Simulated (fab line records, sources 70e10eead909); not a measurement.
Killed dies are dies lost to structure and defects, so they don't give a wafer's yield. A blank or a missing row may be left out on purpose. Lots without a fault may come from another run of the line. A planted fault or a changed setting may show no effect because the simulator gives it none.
Which tool did it? | flow nand_harc | 24 lots, 72 wafers sampled, at 3 steps of a route of 1302

WHAT THE GAUGES READ, wafer by wafer
NHARC_P_M0_CD_MEAS_16. Usual: cd_nm 90.2 nm, standard deviation 0.8.
lot  | measured     | on        | cd_nm (nm)     | flag
L074 | day 6 00:06  | cd_sem-02 | 89.2 90.8 91.7 |
L075 | day 6 16:11  | cd_sem-01 | 90.1 90.2 89.2 |
L076 | day 6 18:58  | cd_sem-01 | 89.5 89.7 89.4 |
L077 | day 7 10:52  | cd_sem-02 | 90.8 90.2 89.7 |
L078 | day 7 16:05  | cd_sem-03 | 90.1 89.8 89.9 |
L080 | day 8 11:06  | cd_sem-02 | 90.3 90.3 91.0 |
L079 | day 8 11:51  | cd_sem-03 | 91.8 89.6 89.8 |
L081 | day 9 05:01  | cd_sem-03 | 89.7 90.6 90.4 |
L082 | day 9 08:55  | cd_sem-02 | 90.7 89.2 90.5 |
L083 | day 9 23:49  | cd_sem-01 | 89.7 89.0 90.0 |
L084 | day 10 10:02 | cd_sem-03 | 90.7 90.6 90.3 |
L085 | day 10 18:01 | cd_sem-02 | 89.1 89.3 89.2 |
L086 | day 10 23:59 | cd_sem-02 | 91.8 89.9 90.5 |
L087 | day 11 11:33 | cd_sem-01 | 90.6 89.8 90.6 |
L088 | day 12 05:44 | cd_sem-01 | 89.0 89.5 89.2 |
L089 | day 12 08:23 | cd_sem-01 | 91.0 91.8 90.0 |
L090 | day 12 20:58 | cd_sem-02 | 91.5 90.7 90.0 |
L091 | day 13 17:05 | cd_sem-03 | 90.8 89.7 89.4 |
L092 | day 13 22:42 | cd_sem-02 | 90.8 90.5 90.8 |
L094 | day 14 04:06 | cd_sem-01 | 90.1 89.0 90.4 |
L093 | day 14 04:46 | cd_sem-02 | 90.9 91.7 90.5 |
L095 | day 14 16:41 | cd_sem-03 | 89.7 90.7 89.3 |
L097 | day 15 08:55 | cd_sem-03 | 88.2 91.1 90.0 |
L096 | day 15 09:03 | cd_sem-02 | 90.2 91.4 90.8 |

WHICH TOOL RAN EACH LOT (tool, then ch and the chambers of the sampled wafers, then the start)
lot  | NHARC_P_CONTACT_CMP_24        | NHARC_P_M0_ETCH_15
L074 | cmp-04 ch 0,2,3, day 5 22:19  | rie_diel-08 ch 1,2,3, day 6 00:06 or earlier
L075 | cmp-02 ch 1,2,3, day 6 14:27  | rie_diel-08 ch 0,2,3, day 6 16:11 or earlier
L076 | cmp-04 ch 0,1,2, day 6 17:21  | rie_diel-08 ch 0,2,3, day 6 18:58 or earlier
L077 | cmp-02 ch 0,2, day 7 09:14    | rie_diel-08 ch 0,2, day 7 10:52 or earlier
L078 | cmp-01 ch 0,3, day 7 14:19    | rie_diel-04 ch 0,1,3, day 7 16:05 or earlier
L080 | cmp-02 ch 0,1,2, day 8 09:20  | rie_diel-08 ch 0,1,3, day 8 11:06 or earlier
L079 | cmp-01 ch 0,1,2, day 8 10:02  | rie_diel-08 ch 0,1,2, day 8 11:51 or earlier
L081 | cmp-02 ch 0,3, day 9 02:29    | rie_diel-07 ch 0,2,3, day 9 05:01 or earlier
L082 | cmp-01 ch 0,1,3, day 9 06:58  | rie_diel-04 ch 0,1,3, day 9 08:55 or earlier
L083 | cmp-02 ch 0,1, day 9 22:02    | rie_diel-04 ch 0,1, day 9 23:49 or earlier
L084 | cmp-02 ch 0,2, day 10 08:22   | rie_diel-08 ch 1,2, day 10 10:02 or earlier
L085 | cmp-01 ch 0,1, day 10 16:23   | rie_diel-04 ch 1,2, day 10 18:01 or earlier
L086 | cmp-02 ch 0,1,3, day 10 22:23 | rie_diel-07 ch 1,2, day 10 23:59 or earlier
L087 | cmp-01 ch 0,3, day 11 09:53   | rie_diel-08 ch 0,1,2, day 11 11:33 or earlier
L088 | cmp-01 ch 0,2,3, day 12 04:08 | rie_diel-08 ch 1,2,3, day 12 05:44 or earlier
L089 | cmp-04 ch 1,2,3, day 12 06:35 | rie_diel-04 ch 1,2,3, day 12 08:23 or earlier
L090 | cmp-01 ch 1,2,3, day 12 19:21 | rie_diel-08 ch 0,1,3, day 12 20:58 or earlier
L091 | cmp-02 ch 1,2,3, day 13 15:28 | rie_diel-07 ch 2,3, day 13 17:05 or earlier
L092 | cmp-01 ch 0,1,2, day 13 20:54 | rie_diel-08 ch 0,2,3, day 13 22:42 or earlier
L094 | cmp-01 ch 1,2, day 14 02:19   | rie_diel-08 ch 0,2,3, day 14 04:06 or earlier
L093 | cmp-04 ch 0,2,3, day 14 03:10 | rie_diel-08 ch 1,2,3, day 14 04:46 or earlier
L095 | cmp-02 ch 0,1,2, day 14 14:53 | rie_diel-07 ch 1,3, day 14 16:41 or earlier
L097 | cmp-02 ch 0,1, day 15 07:04   | rie_diel-04 ch 1,2, day 15 08:55 or earlier
L096 | cmp-01 ch 0,2, day 15 07:06   | rie_diel-04 ch 2,3, day 15 09:03 or earlier
- NHARC_P_CONTACT_CMP_24: polishes, t overpolish 30 s, target thk 200 nm.
- NHARC_P_M0_ETCH_15: etches the open film in C4F8/Ar, target depth 150 nm, overetch 15 nm, time 82.5 s.

WHAT THE TOOLS THEMSELVES READ (means of the sampled wafers that have a number; where no wafer has one, the mark that the record gives instead)
NHARC_P_CONTACT_CMP_24. Usual: motor_current_A 12.1 A, standard deviation 1.1; overpolish_run_s 30.001 s, standard deviation 0.0096; time_to_endpoint_s 40 s, standard deviation 3.4.
lot  | tool   | motor_current_A (A) | overpolish_run_s (s) | time_to_endpoint_s (s) | flag
L074 | cmp-04 | 12.2                | 30.004               | 42                     |
L075 | cmp-02 | 12.8                | 30.003               | 39                     |
L076 | cmp-04 | 11.3                | 29.997               | 43                     |
L077 | cmp-02 | 11.8                | 29.994               | 39                     |
L078 | cmp-01 | 12.0                | 30.003               | 40                     |
L080 | cmp-02 | 12.1                | 30.004               | 42                     |
L079 | cmp-01 | 12.0                | 29.994               | 40                     |
L081 | cmp-02 | 13.6                | 30.003               | 39                     |
L082 | cmp-01 | 11.7                | 30.001               | 44                     |
L083 | cmp-02 | 12.1                | 29.999               | 43                     |
L084 | cmp-02 | 11.3                | 29.992               | 40                     |
L085 | cmp-01 | 11.8                | 29.994               | 43                     |
L086 | cmp-02 | 12.7                | 30.001               | 44                     |
L087 | cmp-01 | 12.2                | 29.989               | 42                     |
L088 | cmp-01 | 11.7                | 30.002               | 40                     |
L089 | cmp-04 | 11.9                | 30.009               | 38                     |
L090 | cmp-01 | 12.0                | 30.000               | 38                     |
L091 | cmp-02 | 13.0                | 29.996               | 36                     |
L092 | cmp-01 | 11.9                | 30.001               | 42                     |
L094 | cmp-01 | 11.5                | 30.006               | 39                     |
L093 | cmp-04 | 12.2                | 30.003               | 39                     |
L095 | cmp-02 | 11.5                | 30.006               | 39                     |
L097 | cmp-02 | 11.9                | 30.004               | 43                     |
L096 | cmp-01 | 11.9                | 29.998               | 39                     |

NHARC_P_M0_ETCH_15. Usual: oes_product_au 0.959 a.u., standard deviation 0.019; rf_vpp_V 441.9 V, standard deviation 2.4.
lot  | tool        | oes_product_au (a.u.) | rf_vpp_V (V) | flag
L074 | rie_diel-08 | 0.963                 | 440.5        |
L075 | rie_diel-08 | 0.968                 | 439.9        |
L076 | rie_diel-08 | 0.971                 | 440.3        |
L077 | rie_diel-08 | 0.957                 | 440.7        |
L078 | rie_diel-04 | 0.922                 | 443.9        |
L080 | rie_diel-08 | 0.984                 | 440.4        |
L079 | rie_diel-08 | 0.975                 | 441.4        |
L081 | rie_diel-07 | 0.951                 | 442.2        |
L082 | rie_diel-04 | 0.944                 | 443.5        |
L083 | rie_diel-04 | 0.970                 | 444.6        |
L084 | rie_diel-08 | 0.933                 | 440.3        |
L085 | rie_diel-04 | 0.959                 | 445.1        |
L086 | rie_diel-07 | 0.929                 | 442.9        |
L087 | rie_diel-08 | 0.966                 | 441.7        |
L088 | rie_diel-08 | 0.968                 | 439.6        |
L089 | rie_diel-04 | 0.967                 | 443.0        |
L090 | rie_diel-08 | 0.966                 | 441.3        |
L091 | rie_diel-07 | 0.966                 | 442.1        |
L092 | rie_diel-08 | 0.977                 | 440.7        |
L094 | rie_diel-08 | 0.972                 | 440.7        |
L093 | rie_diel-08 | 0.981                 | 439.3        |
L095 | rie_diel-07 | 0.953                 | 444.8        |
L097 | rie_diel-04 | 0.922                 | 442.5        |
L096 | rie_diel-04 | 0.940                 | 442.5        |

THE ANSWER, worked out from the rows above alone
Rule: a lot is off if the mean of its wafers that have a number lies more than 3 standard deviations from the usual mean. A lot without any number at a reading at which 4 lots or more have one is off too. The other lots that the step has rows for count as sound. The gauges are gone through in route order, then the tools' own readings, and for those a lot's mean is taken as printed above. The first step at which some lot is off is used, and at that step the reading that is off furthest; a lot without a number counts as furthest.
No lot is off at any reading shown: from this, nothing can be told.

WHAT THE SIMULATOR HAD PUT IN
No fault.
